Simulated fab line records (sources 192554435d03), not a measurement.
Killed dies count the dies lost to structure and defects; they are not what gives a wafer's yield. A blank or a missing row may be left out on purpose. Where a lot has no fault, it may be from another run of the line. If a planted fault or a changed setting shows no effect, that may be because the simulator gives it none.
fab line records	flow n5Finfet
[record] lots = 7	wafers = 21
route steps=1938 shown ZERO_LAYER@6 WELL_APT@39 FIN_SAQP@108 FIN_CUT@155 DUMMY_GATE@223
startH: hours from the record's first day to the start of the lot's first wafer shown	waitH: hours since the lot's step before	" same as the row above	L1.1+2: several wafers, shown together as one row	- value missing, or start not given	* or withheld: withheld	< > ~ a bound
route shown NAME@n: names a module that has steps shown in the file, with the first one's number in the route	usual: mean/standard deviation taken from wafers without a fault	same: alike in all rows	chamber/n: place in a boat	sites: each site's reading	_std_site: the standard deviation of these	_edge_site: the outer-site mean with the inner-site mean subtracted	radiusMm: how far each site lies from the wafer's centre	mask NAME#n: copy n	behind: tool/chamber where the wafer was last shaped	hold: reason for holding the lot/hours on hold/outcome of the hold	device: whichever transistor did not switch (one of n, p or np)	end of line: the tests these same wafers got at the end of their route	a step without rows: its recipe alone	killed: count of dies lost to structure and defects at first sort (not the wafer's yield)	map: shows each die of a wafer: x if killed, . if not, _ if none is there
set.NAME: setting as actually run; set.NAME@STEP: the setting as run at that earlier step	model.NAME: the simulator's own value behind a step, which no gauge read
lots with deliberately changed settings; one table per step, one row per wafer
[[steps]]
[step N5_ZERO_LAYER_COAT_05]
[recipe] spinRpm = 1500	resistThkNm = 1000
lot.wafer	tool	chamber	startH	waitH	set.spinRpm	model.coat_of_ZERO_LAYER_COAT_05.thkNm
L074.1	lithoTrack-03	0	-	-	1500	1003
L074.2	"	0	"	"	1500	1005
L074.5	"	0	"	"	1500	1001
L079.1	lithoTrack-04	0	-	-	1400	1037
L079.2	"	0	"	"	1500	1003
L079.5	"	0	"	"	1400	1034
L081.2	lithoTrack-01	0	-	-	1500	1001
L081.4	"	0	"	"	1500	1000
L081.5	"	0	"	"	1500	1002
L083.4	lithoTrack-01	0	-	-	1500	996.9
L083.5	"	0	"	"	1417	1027
L083.6	"	0	"	"	1500	997.9
L092.1	lithoTrack-03	0	-	-	1500	996.2
L092.4	"	0	"	"	1621	958.8
L092.6	"	0	"	"	1500	999.1
L094.2	lithoTrack-01	0	-	-	1500	1001
L094.3	"	0	"	"	1612	967.6
L094.4	"	0	"	"	1500	1004
L095.1	lithoTrack-01	0	-	-	1500	1004
L095.2+6	"	0	"	"	1500	1005
[step N5_ZERO_LAYER_DEVELOP_10]
[recipe] developTimeS = 60	rinseLiquid = diw	dry = airSpin	devTempC = 21
lot.wafer	tool	chamber	startH	waitH	set.developTimeS
L074.1+2+5	lithoTrack-01	0	-	-	65.28
L079.1+2	lithoTrack-01	0	-	-	60
L079.5	"	0	"	"	63.62
L081.2+4	lithoTrack-03	0	-	-	56.03
L081.5	"	0	"	"	60
L083.4+5	lithoTrack-03	0	-	-	60
L083.6	"	0	"	"	48.9
L092.1	lithoTrack-03	0	-	-	60
L092.4+6	"	0	"	"	66.3
L094.2+3+4	lithoTrack-04	0	-	-	60
L095.1+2+6	lithoTrack-03	0	-	-	60
[step N5_ZERO_LAYER_HARDBAKE_23]
[recipe] tempC = 130	timeS = 120
[step N5_ZERO_LAYER_DESCUM_16]
[recipe] chemistry = O2	timeS = 7.9	sourcePowerW = 50	biasPowerW = 20	pressureMtorr = 20	rfFrequencyHz = 2.712e+07	tempC = 40	o2FlowSccm = 225
[step N5_ZERO_LAYER_ETCH_17]
[recipe] chemistry = CF4	target = SiO2	targetDepthA = 120	timeS = 13.3	ionEnergyEv = 350	pressureMtorr = 40	sourceW = 450	biasW = 215	Ar_flow_sccm = 100	cf4FlowSccm = 100
[step N5_ZERO_LAYER_ETCH_18]
[recipe] chemistry = HBr/Cl2	target = Si	targetDepthA = 1200	timeS = 40	pressureMtorr = 10	icpW = 800	biasW = 75	HBr_flow_sccm = 150	Cl2_flow_sccm = 80
lot.wafer	tool	chamber	startH	waitH	set.spinRpm@ZERO_LAYER_COAT_05	model.coat_of_ZERO_LAYER_COAT_05.thkNm
L074.1	rieSi-01	2	12.80	0.0	1500	932.9
L074.2	"	3	"	"	1500	934.4
L074.5	"	2	"	"	1500	930.5
L079.1	rieSi-03	3	42.91	0.0	1400	966.9
L079.2	"	0	"	"	1500	933.5
L079.5	"	3	"	"	1400	964.5
L081.2	rieSi-03	0	54.82	0.0	1500	931.5
L081.4	"	2	"	"	1500	930.1
L081.5	"	3	"	"	1500	931.7
L083.4	rieSi-01	2	67.08	0.0	1500	927.2
L083.5	"	3	"	"	1417	957.1
L083.6	"	0	"	"	1500	928.3
L092.1	rieSi-01	3	121.04	0.0	1500	925.9
L092.4	"	2	"	"	1621	889.3
L092.6	"	3	"	"	1500	929.3
L094.2	rieSi-03	3	132.91	0.0	1500	930.6
L094.3	"	0	"	"	1612	898.8
L094.4	"	2	"	"	1500	934.5
L095.1	rieSi-01	2	138.93	0.0	1500	934
L095.2	"	0	"	"	1500	934.7
L095.6	"	0	"	"	1500	935.1
[step N5_ZERO_LAYER_STRIP_24]
[recipe] chemistry = O2	powerW = 1000	tempC = 250	overashFraction = 0.3	pressureMtorr = 1000	o2FlowSccm = 6750
[usual] stripTimeToEndpointS = 43.89/0.084
lot.wafer	tool	chamber	startH	waitH	set.spinRpm@ZERO_LAYER_COAT_05	stripTimeToEndpointS
L074.1	plasmaAsher-02	0	12.91	0.1	1500	43.89
L074.2	"	1	"	"	1500	43.98
L074.5	"	0	"	"	1500	43.84
L079.1	plasmaAsher-02	0	43.02	0.1	1400	44.93
L079.2	"	1	"	"	1500	43.94
L079.5	"	0	"	"	1400	44.88
L081.2	plasmaAsher-01	0	54.93	0.1	1500	43.87
L081.4	"	1	"	"	1500	43.84
L081.5	"	0	"	"	1500	43.89
L083.4	plasmaAsher-01	1	67.20	0.1	1500	43.76
L083.5	"	0	"	"	1417	44.66
L083.6	"	1	"	"	1500	43.79
L092.1	plasmaAsher-02	0	121.15	0.1	1500	43.72
L092.4	"	0	"	"	1621	42.61
L092.6	"	1	"	"	1500	43.82
L094.2	plasmaAsher-02	0	133.02	0.1	1500	43.83
L094.3	"	0	"	"	1612	42.91
L094.4	"	1	"	"	1500	43.98
L095.1	plasmaAsher-01	1	139.03	0.1	1500	43.96
L095.2	"	0	"	"	1500	43.98
L095.6	"	0	"	"	1500	43.99
[step N5_WELL_APT_EXPOSE_22]
[recipe] maskId = PWELL	na = 0.8	sourceShape = conventional	sigmaOuter = 0.8	polarization = unpolarized	defocusNm = 0	targetCdNm = 200	doseMj = 23.2
lot.wafer	tool	chamber	startH	waitH	mask	set.doseMj
L074.1+2+5	krfScanner-01	0	14.78	-	PWELL#0	23.2
L079.1	krfScanner-01	0	44.78	-	PWELL#0	24.71
L079.2+5	"	0	"	"	PWELL#0	23.2
L081.2+5	krfScanner-01	0	56.67	-	PWELL#0	21.46
L081.4	"	0	"	"	PWELL#0	23.2
L083.4+5+6	krfScanner-02	0	69.07	-	PWELL#0	23.2
L092.1+4+6	krfScanner-01	0	122.88	-	PWELL#0	23.2
L094.2+3	krfScanner-01	0	134.99	-	PWELL#0	23.2
L094.4	"	0	"	"	PWELL#0	23.78
L095.1+2+6	krfScanner-02	0	140.90	-	PWELL#0	23.2
[step N5_WELL_APT_PEB_23]
[recipe] pebTempC = 130	pebTimeS = 90
lot.wafer	tool	chamber	startH	waitH	set.pebTempC
L074.1	lithoTrack-05	0	14.84	0.1	127.7
L074.2+5	"	0	"	"	130
L079.1+2	lithoTrack-04	0	44.84	0.1	130
L079.5	"	0	"	"	127.4
L081.2+4+5	lithoTrack-04	0	56.72	0.0	130
L083.4	lithoTrack-05	0	69.11	0.0	130
L083.5+6	"	0	"	"	131.5
L092.1+4	lithoTrack-04	0	122.94	0.1	130
L092.6	"	0	"	"	127.2
L094.2	lithoTrack-05	0	135.05	0.0	130
L094.3+4	"	0	"	"	126.8
L095.1+2+6	lithoTrack-05	0	140.96	0.1	130
[step N5_WELL_APT_DEVELOP_24]
[recipe] developTimeS = 45	rinseLiquid = surfactantRinse	dry = airSpin	devTempC = 21
[step N5_WELL_APT_HARDBAKE_29]
[recipe] tempC = 130	timeS = 120
[step N5_WELL_APT_CD_MEAS_25]
[recipe] targetCdNm = 200	landingEnergyEv = 500	detector = seInlens
[usual] cdNm = 200.0/1.2
lot.wafer	tool	chamber	startH	waitH	set.doseMj@WELL_APT_EXPOSE_22	set.pebTempC@WELL_APT_PEB_23	cdNm
L074.1	cdSem-03	0	14.95	-	23.2	127.7	186.4
L074.2	"	0	"	"	23.2	130	199.7
L074.5	"	0	"	"	23.2	130	199.4
L079.1	cdSem-03	0	44.95	-	24.71	130	211.5
L079.2	"	0	"	"	23.2	130	199.8
L079.5	"	0	"	"	23.2	127.4	185.1
L081.2	cdSem-03	0	56.84	-	21.46	130	185.8
L081.4	"	0	"	"	23.2	130	201.5
L081.5	"	0	"	"	21.46	130	186.4
L083.4	cdSem-01	0	69.23	-	23.2	130	201.1
L083.5	"	0	"	"	23.2	131.5	208.5
L083.6	"	0	"	"	23.2	131.5	206.5
L092.1	cdSem-02	0	123.05	-	23.2	130	199.9
L092.4	"	0	"	"	23.2	130	199.4
L092.6	"	0	"	"	23.2	127.2	182.0
L094.2	cdSem-02	0	135.16	-	23.2	130	200.0
L094.3	"	0	"	"	23.2	126.8	178.8
L094.4	"	0	"	"	23.78	126.8	182.6
L095.1	cdSem-01	0	141.08	-	23.2	130	200.5
L095.2	"	0	"	"	23.2	130	200.2
L095.6	"	0	"	"	23.2	130	199.6
[step N5_WELL_APT_DESCUM_30]
[recipe] chemistry = O2	timeS = 7.9	sourcePowerW = 50	biasPowerW = 20	pressureMtorr = 20	rfFrequencyHz = 2.712e+07	tempC = 40	o2FlowSccm = 225
lot.wafer	tool	chamber	startH	waitH	set.pebTempC@WELL_APT_PEB_23	model.WELL_APT.cdNm
L074.1	rieDiel-05	3	15.11	0.1	127.7	186.3
L074.2	"	0	"	"	130	199.6
L074.5	"	2	"	"	130	199
L079.1	rieDiel-01	2	45.06	0.0	130	200.1
L079.2	"	1	"	"	130	199.8
L079.5	"	2	"	"	127.4	185
L081.2	rieDiel-01	1	56.92	0.0	130	185.6
L081.4	"	2	"	"	130	201.8
L081.5	"	2	"	"	130	186.6
L083.4	rieDiel-03	0	69.34	0.1	130	201.2
L083.5	"	3	"	"	131.5	208.7
L083.6	"	2	"	"	131.5	206.4
L092.1	rieDiel-05	2	123.14	0.0	130	199.8
L092.4	"	0	"	"	130	199.4
L092.6	"	0	"	"	127.2	181.8
L094.2	rieDiel-03	1	135.35	0.1	130	200.2
L094.3	"	0	"	"	126.8	179
L094.4	"	3	"	"	126.8	182.5
L095.1	rieDiel-01	2	141.21	0.1	130	200.6
L095.2	"	3	"	"	130	200.5
L095.6	"	2	"	"	130	199.6
[step N5_FIN_SAQP_EXPOSE_13]
[recipe] maskId = FIN_CORE	na = 1.35	sourceShape = dipole	sigmaInner = 0.538	sigmaOuter = 0.738	polarization = te	targetCdNm = 35.6	doseMj = 63.25
lot.wafer	tool	chamber	startH	waitH	mask	set.doseMj
L074.1+2	arfiScanner-01	0	21.48	-	FIN_CORE#0	63.25
L074.5	"	0	"	"	FIN_CORE#0	58.76
L079.1+5	arfiScanner-03	0	51.40	-	FIN_CORE#0	63.25
L079.2	"	0	"	"	FIN_CORE#0	67.53
L081.2	arfiScanner-02	0	64.29	-	FIN_CORE#0	63.25
L081.4+5	"	0	"	"	FIN_CORE#0	66.48
L083.4+5+6	arfiScanner-01	0	76.27	-	FIN_CORE#0	59.97
L092.1+4	arfiScanner-03	0	129.69	-	FIN_CORE#0	61.28
L092.6	"	0	"	"	FIN_CORE#0	63.25
L094.2+3+4	arfiScanner-03	0	141.66	-	FIN_CORE#0	63.25
L095.1+2+6	arfiScanner-03	0	147.36	-	FIN_CORE#0	63.25
[step N5_FIN_SAQP_PEB_14]
[recipe] pebTempC = withheld	pebTimeS = 60	resist = CAR-ArF
[step N5_FIN_SAQP_DEVELOP_15]
[recipe] developTimeS = 30	developer = TMAH	resist = CAR-ArF	devTempC = 23	rinseLiquid = diw	dry = airSpin
[step N5_FIN_SAQP_CD_MEAS_16]
[recipe] targetCdNm = 35.6	landingEnergyEv = 500	detector = seInlens
[usual] cdNm = 35.61/0.28
lot.wafer	tool	chamber	startH	waitH	set.doseMj@FIN_SAQP_EXPOSE_13	cdNm
L074.1	cdSem-03	0	21.61	-	63.25	35.77
L074.2	"	0	"	"	63.25	35.48
L074.5	"	0	"	"	58.76	37.60
L079.1	cdSem-03	0	51.53	-	63.25	35.50
L079.2	"	0	"	"	67.53	33.51
L079.5	"	0	"	"	63.25	35.52
L081.2	cdSem-03	0	64.41	-	63.25	35.50
L081.4	"	0	"	"	66.48	34.66
L081.5	"	0	"	"	66.48	33.96
L083.4	cdSem-02	0	76.39	-	59.97	36.84
L083.5	"	0	"	"	59.97	37.12
L083.6	"	0	"	"	59.97	36.80
L092.1	cdSem-02	0	129.82	-	61.28	36.74
L092.4	"	0	"	"	61.28	36.95
L092.6	"	0	"	"	63.25	35.72
L094.2	cdSem-01	0	141.79	-	63.25	36.19
L094.3	"	0	"	"	63.25	36.02
L094.4	"	0	"	"	63.25	35.67
L095.1	cdSem-02	0	147.49	-	63.25	35.55
L095.2	"	0	"	"	63.25	35.64
L095.6	"	0	"	"	63.25	35.73
[step N5_FIN_SAQP_FIN_ETCH_36]
[recipe] chemistry = HBr/Cl2/O2	targetDepthA = 1200	maskMaterial = SiNx	timeS = 50.4	biasW = 102	pressureMtorr = 10	icpW = 800	HBr_flow_sccm = 150	Cl2_flow_sccm = 80	O2_flow_sccm = 12
[usual] oesProductAu = 1.006/0.01
lot.wafer	tool	chamber	startH	waitH	set.icpW	oesProductAu	model.FIN_SAQP.featureDepthNm	model.etch.depthNm
L074.1	rieSi-04	2	26.01	0.0	883.5	1.056	125.2	125.2
L074.2	"	0	"	"	800	1.003	120.4	120.4
L074.5	"	0	"	"	883.5	1.040	125.6	125.7
L079.1	rieSi-03	0	55.68	0.0	899.8	1.051	125.2	125.3
L079.2	"	2	"	"	899.8	1.065	129.4	129.4
L079.5	"	0	"	"	800	1.007	118.6	118.6
L081.2	rieSi-03	1	68.40	0.0	800	1.023	121.8	121.9
L081.4	"	3	"	"	800	0.999	120.6	120.6
L081.5	"	0	"	"	900.6	1.051	125.4	125.5
L083.4	rieSi-03	0	80.64	0.0	932.6	1.056	128	128
L083.5	"	1	"	"	800	1.012	121.6	121.7
L083.6	"	0	"	"	932.6	1.063	128	128.1
L092.1	rieSi-03	0	134.14	0.0	722.4	0.968	112.4	112.4
L092.4	"	1	"	"	800	1.008	120.4	120.3
L092.6	"	1	"	"	722.4	0.968	114.2	114.2
L094.2	rieSi-03	0	146.45	0.0	800	1.012	118.6	118.6
L094.3	"	2	"	"	847.1	1.038	125.4	125.3
L094.4	"	3	"	"	847.1	1.022	123.8	123.7
L095.1	rieSi-03	0	152.12	0.0	800	1.004	118.4	118.3
L095.2	"	3	"	"	800	0.995	119.8	119.8
L095.6	"	1	"	"	800	1.001	119.6	119.6
[step N5_FIN_SAQP_PRECLEAN_38]
[recipe] chemistry = O3/DIW	timeS = 45	tempC = 22	o3Ppm = 10
[step N5_FIN_SAQP_PRECLEAN_45]
[recipe] chemistry = dHF	timeS = 10	dilution = 500:1	tempC = 25
[step N5_FIN_SAQP_SRD_39]
[recipe] dry = ipaMarangoni	timeS = 30	tempC = 23	rinseLiquid = diw
[step N5_FIN_SAQP_OCD_MEAS_76]
[usual] trenchDepthNm = 119.8/1.3
lot.wafer	tool	chamber	startH	waitH	set.icpW@FIN_SAQP_FIN_ETCH_36	trenchDepthNm
L074.1	ocd-02	-	26.23	0.0	883.5	124.9
L074.2	"	-	"	"	800	120.8
L074.5	"	-	"	"	883.5	125.7
L079.1	ocd-01	-	55.90	0.0	899.8	125.8
L079.2	"	-	"	"	899.8	129.6
L079.5	"	-	"	"	800	118.8
L081.2	ocd-01	-	68.63	0.0	800	122.1
L081.4	"	-	"	"	800	120.7
L081.5	"	-	"	"	900.6	125.5
L083.4	ocd-01	-	80.86	0.0	932.6	128.2
L083.5	"	-	"	"	800	121.5
L083.6	"	-	"	"	932.6	127.7
L092.1	ocd-01	-	134.36	0.0	722.4	112.4
L092.4	"	-	"	"	800	120.5
L092.6	"	-	"	"	722.4	114.0
L094.2	ocd-01	-	146.67	0.0	800	118.6
L094.3	"	-	"	"	847.1	125.6
L094.4	"	-	"	"	847.1	123.5
L095.1	ocd-02	-	152.35	0.0	800	118.9
L095.2	"	-	"	"	800	119.7
L095.6	"	-	"	"	800	119.6
[step N5_FIN_CUT_COAT_19]
[recipe] resist = SiARC	tempC = 220	timeS = 60	spinRpm = 1500	resistThkNm = 20
lot.wafer	tool	chamber	startH	waitH	set.spinRpm	model.SiARC_of_FIN_CUT_COAT_19.thkNm
L074.1+5	lithoTrack-01	0	-	-	1500	20
L074.2	"	0	"	"	1348	21.2
L079.1+5	lithoTrack-05	0	-	-	1615	19.2
L079.2	"	0	"	"	1500	20
L081.2+5	lithoTrack-05	0	-	-	1500	20
L081.4	"	0	"	"	1345	21.2
L083.4+5	lithoTrack-05	0	-	-	1500	20
L083.6	"	0	"	"	1402	20.6
L092.1	lithoTrack-02	0	-	-	1613	19.2
L092.4+6	"	0	"	"	1500	20
L094.2+4	lithoTrack-05	0	-	-	1668	19
L094.3	"	0	"	"	1500	20
L095.1+2+6	lithoTrack-05	0	-	-	1500	20
[step N5_FIN_CUT_COAT_29]
[recipe] resist = underlayer	tempC = 205	timeS = 60	spinRpm = 1500	resistThkNm = 10
[step N5_FIN_CUT_COAT_02]
[recipe] resist = CAR-EUV	spinRpm = 1500	resistThkNm = 30
[step N5_FIN_CUT_DESCUM_13]
[recipe] chemistry = O2	timeS = 7	sourcePowerW = 50	biasPowerW = 20	pressureMtorr = 20	rfFrequencyHz = 2.712e+07	tempC = 40	resist = CAR-EUV	o2FlowSccm = 225
[step N5_FIN_CUT_ETCH_30]
[recipe] chemistry = N2/H2	target = underlayer	targetDepthA = 130	maskMaterial = CAR-EUV	timeS = 10.4	ionEnergyEv = 200	pressureMtorr = 30	sourceW = 840	biasW = 150	n2FlowSccm = 200	h2FlowSccm = 200	ends = cleared
[step N5_FIN_CUT_ETCH_20]
[recipe] chemistry = CF4	target = SiARC	targetDepthA = 260	maskMaterial = CAR-EUV	timeS = 43.3	ionEnergyEv = 80	pressureMtorr = 40	sourceW = 545	biasW = 36	Ar_flow_sccm = 100	cf4FlowSccm = 100	ends = cleared
lot.wafer	tool	chamber	startH	waitH	set.spinRpm@FIN_CUT_COAT_19	model.etch.depthNm
L074.1	rieDiel-02	2	26.87	0.0	1500	20.01
L074.2	"	3	"	"	1348	21.11
L074.5	"	2	"	"	1500	20
L079.1	rieDiel-06	2	56.43	0.0	1615	19.24
L079.2	"	0	"	"	1500	20.09
L079.5	"	3	"	"	1615	19.28
L081.2	rieDiel-02	1	69.34	0.0	1500	19.99
L081.4	"	2	"	"	1345	21.11
L081.5	"	1	"	"	1500	19.97
L083.4	rieDiel-06	2	81.49	0.0	1500	19.92
L083.5	"	2	"	"	1500	19.94
L083.6	"	1	"	"	1402	20.68
L092.1	rieDiel-04	2	134.93	0.0	1613	19.28
L092.4	"	2	"	"	1500	19.99
L092.6	"	0	"	"	1500	19.95
L094.2	rieDiel-04	2	147.31	0.0	1668	18.95
L094.3	"	0	"	"	1500	19.98
L094.4	"	0	"	"	1668	18.98
L095.1	rieDiel-06	2	152.89	0.0	1500	19.93
L095.2	"	1	"	"	1500	19.96
L095.6	"	3	"	"	1500	20.02
[step N5_FIN_CUT_ETCH_21]
[recipe] chemistry = N2/H2	target = SOC	targetDepthA = 2190	overetchA = 438	maskMaterial = SiARC	tempC = 40	ionEnergyEv = 100	biasW = 61	timeS = 523.5	pressureMtorr = 30	sourceW = 850	n2FlowSccm = 200	h2FlowSccm = 200
lot.wafer	tool	chamber	startH	waitH	set.spinRpm@FIN_CUT_COAT_19	model.SiARC_of_FIN_CUT_COAT_19.thkNm
L074.1+5	rieDiel-02	2	26.91	0.0	1500	11.8
L074.2	"	3	"	"	1348	13
L079.1	rieDiel-06	2	56.47	0.0	1615	11.2
L079.2	"	0	"	"	1500	12.2
L079.5	"	3	"	"	1615	11.6
L081.2+5	rieDiel-02	1	69.38	0.0	1500	12
L081.4	"	2	"	"	1345	13
L083.4+5	rieDiel-06	2	81.53	0.0	1500	12
L083.6	"	1	"	"	1402	12.4
L092.1	rieDiel-04	2	134.97	0.0	1613	11.4
L092.4	"	2	"	"	1500	12
L092.6	"	0	"	"	1500	11.8
L094.2+4	rieDiel-04	2,0	147.34	0.0	1668	11
L094.3	"	0	"	"	1500	11.8
L095.1+6	rieDiel-06	2,3	152.93	0.0	1500	12
L095.2	"	1	"	"	1500	11.6
[step N5_DUMMY_GATE_COAT_35]
[recipe] resist = SiARC	tempC = 220	timeS = 60	spinRpm = 1500	resistThkNm = 10
lot.wafer	tool	chamber	startH	waitH	set.spinRpm	model.SiARC_of_DUMMY_GATE_COAT_35.thkNm
L074.1	lithoTrack-01	0	-	-	1360	10.4
L074.2	"	0	"	"	1500	10
L074.5	"	0	"	"	1360	10.6
L079.1	lithoTrack-03	0	-	-	1615	9.6
L079.2+5	"	0	"	"	1500	10
L081.2+4	lithoTrack-01	0	-	-	1664	9.6
L081.5	"	0	"	"	1500	10
L083.4	lithoTrack-01	0	-	-	1353	10.6
L083.5+6	"	0	"	"	1500	10
L092.1	lithoTrack-03	0	-	-	1655	9.4
L092.4	"	0	"	"	1655	9.6
L092.6	"	0	"	"	1500	10
L094.2+4	lithoTrack-03	0	-	-	1500	10
L094.3	"	0	"	"	1366	10.4
L095.1+2+6	lithoTrack-04	0	-	-	1500	10
[[key]]
[split] step = N5_ZERO_LAYER_COAT_05	setting = spinRpm	stated = 1500	by = wafer
[response] step = N5_ZERO_LAYER_COAT_05	reading = model.coat_of_ZERO_LAYER_COAT_05.thkNm	change = -4.89	per = 1%	r = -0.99
[response] step = N5_ZERO_LAYER_ETCH_18	reading = model.coat_of_ZERO_LAYER_COAT_05.thkNm	change = -4.79	per = 1%	r = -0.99
[response] step = N5_ZERO_LAYER_STRIP_24	reading = stripTimeToEndpointS	change = *	per = 1%	r = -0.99
[split] step = N5_ZERO_LAYER_DEVELOP_10	setting = developTimeS	stated = 60	by = wafer
response none clear
[split] step = N5_WELL_APT_EXPOSE_22	setting = doseMj	stated = 23.2	by = wafer
[response] step = N5_WELL_APT_CD_MEAS_25	reading = cdNm	slope = +1.87	per = 1%	togetherWith = pebTempC@WELL_APT_PEB_23	explained = 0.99
[split] step = N5_WELL_APT_PEB_23	setting = pebTempC	stated = 130	by = wafer
[response] step = N5_WELL_APT_CD_MEAS_25	reading = cdNm	change = +8.22	per = 1%	r = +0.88
[response] step = N5_WELL_APT_DESCUM_30	reading = model.WELL_APT.cdNm	change = +7.67	per = 1%	r = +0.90
[split] step = N5_FIN_SAQP_EXPOSE_13	setting = doseMj	stated = 63.25	by = wafer
[response] step = N5_FIN_SAQP_CD_MEAS_16	reading = cdNm	change = -0.281	per = 1%	r = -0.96
[split] step = N5_FIN_SAQP_FIN_ETCH_36	setting = icpW	stated = 800	by = wafer
[response] step = N5_FIN_SAQP_FIN_ETCH_36	reading = oesProductAu	change = +0.00351	per = 1%	r = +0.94
[response] step = N5_FIN_SAQP_FIN_ETCH_36	reading = model.FIN_SAQP.featureDepthNm	change = +0.513	per = 1%	r = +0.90
[response] step = N5_FIN_SAQP_FIN_ETCH_36	reading = model.etch.depthNm	change = +0.513	per = 1%	r = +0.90
[response] step = N5_FIN_SAQP_OCD_MEAS_76	reading = trenchDepthNm	change = +0.51	per = 1%	r = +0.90
[split] step = N5_FIN_CUT_COAT_19	setting = spinRpm	stated = 1500	by = wafer
[response] step = N5_FIN_CUT_COAT_19	reading = model.SiARC_of_FIN_CUT_COAT_19.thkNm	change = -0.105	per = 1%	r = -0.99
[response] step = N5_FIN_CUT_ETCH_20	reading = model.etch.depthNm	change = -0.103	per = 1%	r = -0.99
[response] step = N5_FIN_CUT_ETCH_21	reading = model.SiARC_of_FIN_CUT_COAT_19.thkNm	change = -0.0892	per = 1%	r = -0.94
[split] step = N5_DUMMY_GATE_COAT_35	setting = spinRpm	stated = 1500	by = wafer
[response] step = N5_DUMMY_GATE_COAT_35	reading = model.SiARC_of_DUMMY_GATE_COAT_35.thkNm	change = -0.0488	per = 1%	r = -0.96
